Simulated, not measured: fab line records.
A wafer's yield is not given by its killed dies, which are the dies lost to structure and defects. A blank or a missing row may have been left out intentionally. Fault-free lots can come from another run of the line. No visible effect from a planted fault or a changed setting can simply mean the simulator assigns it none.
Lot-split experiment	flow n5-finfet	21 wafers read across 7 lots, on a route 1938 steps long

## ON THE SPLIT
At N5_SD_ACTIVATION_LSA_01 (time 0.0008 s), the setting temp-c was moved away from the recipe's 1080 C on 5 of the 21 wafers read, by -1.2% to +2.8%. All remaining wafers had this setting at the recipe value.

No step appears in the file between the split and the reading.

## THE READING
RS_SD_N, in ohm/sq, at N5_SD_ACTIVATION_RS_MEAS_03 (measures by four-point-probe). Fault-free wafers of this fab line usually give 21.95 ohm/sq, standard deviation 0.3 ohm/sq.

wafer	tool, chamber at the split	temp-c as run, C	against the recipe	RS_SD_N, ohm/sq	against lot-mates on the recipe
L075.1	laser-anneal-02, 0	1080	recipe	22.04	-
L075.2	laser-anneal-02, 0	1080	recipe	22.00	-
L075.6	laser-anneal-02, 0	1080	recipe	21.73	-
L081.1	laser-anneal-02, 0	1080	recipe	21.61	-
L081.3	laser-anneal-02, 0	1080	recipe	21.90	-
L081.6	laser-anneal-02, 0	1080	recipe	22.28	-
L082.1	laser-anneal-01, 0	1067	-1.2%	23.06	+1.20
L082.3	laser-anneal-01, 0	1080	recipe	21.86	-
L082.5	laser-anneal-01, 0	1067	-1.2%	22.68	+0.82
L083.2	laser-anneal-02, 0	1110	+2.8%	18.96	-2.68
L083.4	laser-anneal-02, 0	1110	+2.8%	18.73	-2.91
L083.6	laser-anneal-02, 0	1080	recipe	21.64	-
L084.2	laser-anneal-01, 0	1080	recipe	22.10	-
L084.5	laser-anneal-01, 0	1080	recipe	21.70	-
L084.6	laser-anneal-01, 0	1080	recipe	21.82	-
L087.3	laser-anneal-02, 0	1080	recipe	21.89	-
L087.4	laser-anneal-02, 0	1080	recipe	22.09	-
L087.5	laser-anneal-02, 0	1080	recipe	22.29	-
L089.1	laser-anneal-02, 0	1105	+2.3%	19.42	-2.68
L089.5	laser-anneal-02, 0	1080	recipe	22.07	-
L089.6	laser-anneal-02, 0	1080	recipe	22.13	-

THE FIT
A straight line over all 21 wafers: RS_SD_N changes by -1.06 ohm/sq for each +1% of temp-c; r = -0.98; the points scatter about the line by 0.23 ohm/sq.
The same after taking each lot's own level away (the mean of its wafers on the recipe; 21 wafers): -1.01 ohm/sq for each +1%; r = -0.98; scatter 0.2 ohm/sq.
On that fit, the largest move of temp-c shifts the reading by 2.8 ohm/sq.
Across the lots, their own levels run from 21.640 to 22.100 ohm/sq, a range of 1.5 times the standard deviation given above.
The two slopes are in agreement: the lot-to-lot level therefore moves the slope only a little.
Check: with one of the wafers moved furthest among these (+2.8%) left out of the fit, the line predicts -2.93 ohm/sq for it against its lot-mates. Against them it came out at -2.68 ohm/sq.
Tool readings at the split's step, against how far the setting was moved: wafer_temp_C_max r = +1.00.

## THESE WAFERS: OTHER SPLITS
These wafers also went through other splits before the reading. Each is held against what the fit with the lots' levels taken away leaves over:
other split on the same wafers	wafers away from the commonest value	r with RS_SD_N (lot level and that fit taken away)
N5_SD_EPI_P_EPI_21 temp-c	4	+0.03

## THE WHOLE CHAIN: every reading that the file lists as answering this split, in the file's order
step	what it does	reading	change (the file's fit)	r (the file's)
N5_SD_ACTIVATION_LSA_01	time 0.0008 s	wafer_temp_C_max	withheld for each +1% of the setting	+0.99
N5_SD_ACTIVATION_RS_MEAS_03	measures by four-point-probe	RS_SD_N	-1.04 for each +1% of the setting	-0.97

## THE FILE'S OWN FIT
RS_SD_N changes by -1.04 ohm/sq for each +1% of temp-c, r = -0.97.
